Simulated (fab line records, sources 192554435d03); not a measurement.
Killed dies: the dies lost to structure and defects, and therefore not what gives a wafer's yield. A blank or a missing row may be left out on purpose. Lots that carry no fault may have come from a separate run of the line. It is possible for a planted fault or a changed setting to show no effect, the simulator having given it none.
Matching of chambers :: flow n5Finfet :: N5_BEOL_M10_ALD_74 on aldMetal-02 has 4 sister chambers
The step deposits TaN, target thk 2 nm, pulse time 2 s, purge time 3 s. 30 wafers are shown with their chamber, then 12 later ones without.

WAFERS, EACH WITH ITS CHAMBER
wafer: L075.1
chamber: 1
heaterPowerW (W): 407
heaterPowerOuterW (W): 233

wafer: L075.2
chamber: 0
heaterPowerW (W): 393
heaterPowerOuterW (W): 214

wafer: L075.4
chamber: 3
heaterPowerW (W): 387
heaterPowerOuterW (W): 220

wafer: L077.2
chamber: 3
heaterPowerW (W): 393
heaterPowerOuterW (W): 219

wafer: L077.3
chamber: 2
heaterPowerW (W): 390
heaterPowerOuterW (W): 226

wafer: L077.4
chamber: 0
heaterPowerW (W): 385
heaterPowerOuterW (W): 219

wafer: L079.1
chamber: 1
heaterPowerW (W): 406
heaterPowerOuterW (W): 228

wafer: L079.2
chamber: 3
heaterPowerW (W): 385
heaterPowerOuterW (W): 215

wafer: L079.4
chamber: 0
heaterPowerW (W): 401
heaterPowerOuterW (W): 210

wafer: L082.1
chamber: 2
heaterPowerW (W): 383
heaterPowerOuterW (W): 222

wafer: L082.4
chamber: 1
heaterPowerW (W): 407
heaterPowerOuterW (W): 232

wafer: L082.6
chamber: 3
heaterPowerW (W): 391
heaterPowerOuterW (W): 217

wafer: L085.2
chamber: 3
heaterPowerW (W): 380
heaterPowerOuterW (W): 218

wafer: L085.3
chamber: 0
heaterPowerW (W): 397
heaterPowerOuterW (W): 215

wafer: L085.6
chamber: 1
heaterPowerW (W): 409
heaterPowerOuterW (W): 225

wafer: L087.1
chamber: 0
heaterPowerW (W): 402
heaterPowerOuterW (W): 214

wafer: L087.2
chamber: 1
heaterPowerW (W): 412
heaterPowerOuterW (W): 229

wafer: L087.5
chamber: 1
heaterPowerW (W): 406
heaterPowerOuterW (W): 227

wafer: L090.2
chamber: 0
heaterPowerW (W): 398
heaterPowerOuterW (W): 214

wafer: L090.5
chamber: 3
heaterPowerW (W): 389
heaterPowerOuterW (W): 210

wafer: L090.6
chamber: 0
heaterPowerW (W): 395
heaterPowerOuterW (W): 220

wafer: L091.1
chamber: 2
heaterPowerW (W): 380
heaterPowerOuterW (W): 224

wafer: L091.4
chamber: 0
heaterPowerW (W): 387
heaterPowerOuterW (W): 209

wafer: L091.5
chamber: 3
heaterPowerW (W): 384
heaterPowerOuterW (W): 221

wafer: L093.1
chamber: 0
heaterPowerW (W): 399
heaterPowerOuterW (W): 218

wafer: L093.3
chamber: 3
heaterPowerW (W): 387
heaterPowerOuterW (W): 211

wafer: L093.4
chamber: 1
heaterPowerW (W): 412
heaterPowerOuterW (W): 227

wafer: L092.1
chamber: 0
heaterPowerW (W): 395
heaterPowerOuterW (W): 212

wafer: L092.2
chamber: 3
heaterPowerW (W): 387
heaterPowerOuterW (W): 212

wafer: L092.5
chamber: 1
heaterPowerW (W): 416
heaterPowerOuterW (W): 225

SIGNATURES (averages over the wafers above)
reading: heaterPowerW
chamber 0: 395.20
chamber 1: 409.38
chamber 2: 384.33
chamber 3: 387.00
scatter within a chamber: 4.57

reading: heaterPowerOuterW
chamber 0: 214.50
chamber 1: 228.25
chamber 2: 224.00
chamber 3: 215.89
scatter within a chamber: 3.52
Rule: a wafer lies at a distance from a chamber equal to the root of the sum of squares, over the readings, of (its reading less the chamber's mean, divided by the reading's scatter). If the next closest chamber is less than 2 further off than the closest, the wafer can't be placed; otherwise it belongs to the closest. How the scatter is found: for the shown wafers, subtract from each reading the mean of its chamber, square and add these, divide the total by (wafers less chambers), then take the root.

WAFERS MISSING THEIR CHAMBER
wafer: L095.1
heaterPowerW (W): 388
heaterPowerOuterW (W): 217

wafer: L095.2
heaterPowerW (W): 390
heaterPowerOuterW (W): 228

wafer: L095.3
heaterPowerW (W): 403
heaterPowerOuterW (W): 229

wafer: L094.2
heaterPowerW (W): 395
heaterPowerOuterW (W): 222

wafer: L094.3
heaterPowerW (W): 407
heaterPowerOuterW (W): 227

wafer: L094.6
heaterPowerW (W): 373
heaterPowerOuterW (W): 233

wafer: L096.1
heaterPowerW (W): 392
heaterPowerOuterW (W): 211

wafer: L096.4
heaterPowerW (W): 410
heaterPowerOuterW (W): 229

wafer: L096.5
heaterPowerW (W): 391
heaterPowerOuterW (W): 218

wafer: L097.2
heaterPowerW (W): 386
heaterPowerOuterW (W): 215

wafer: L097.4
heaterPowerW (W): 386
heaterPowerOuterW (W): 230

wafer: L097.5
heaterPowerW (W): 378
heaterPowerOuterW (W): 226

CHAMBER TAKEN BY EACH
wafer: L095.1
from the rows above: can't be placed: 3 or 0 or 2
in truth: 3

wafer: L095.2
from the rows above: can't be placed: 2 or 3
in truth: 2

wafer: L095.3
from the rows above: 1
in truth: 1

wafer: L094.2
from the rows above: can't be placed: 0 or 2 or 3 or 1
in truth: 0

wafer: L094.3
from the rows above: 1
in truth: 1

wafer: L094.6
from the rows above: 2
in truth: 2

wafer: L096.1
from the rows above: can't be placed: 0 or 3
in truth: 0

wafer: L096.4
from the rows above: 1
in truth: 1

wafer: L096.5
from the rows above: can't be placed: 3 or 0 or 2
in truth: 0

wafer: L097.2
from the rows above: can't be placed: 3 or 0
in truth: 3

wafer: L097.4
from the rows above: 2
in truth: 2

wafer: L097.5
from the rows above: can't be placed: 2 or 3
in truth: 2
Correct placement for 5 of the 12. Can't be placed from these rows: 7 (the true chamber is among the candidates in 7). Placed wrongly: 0.
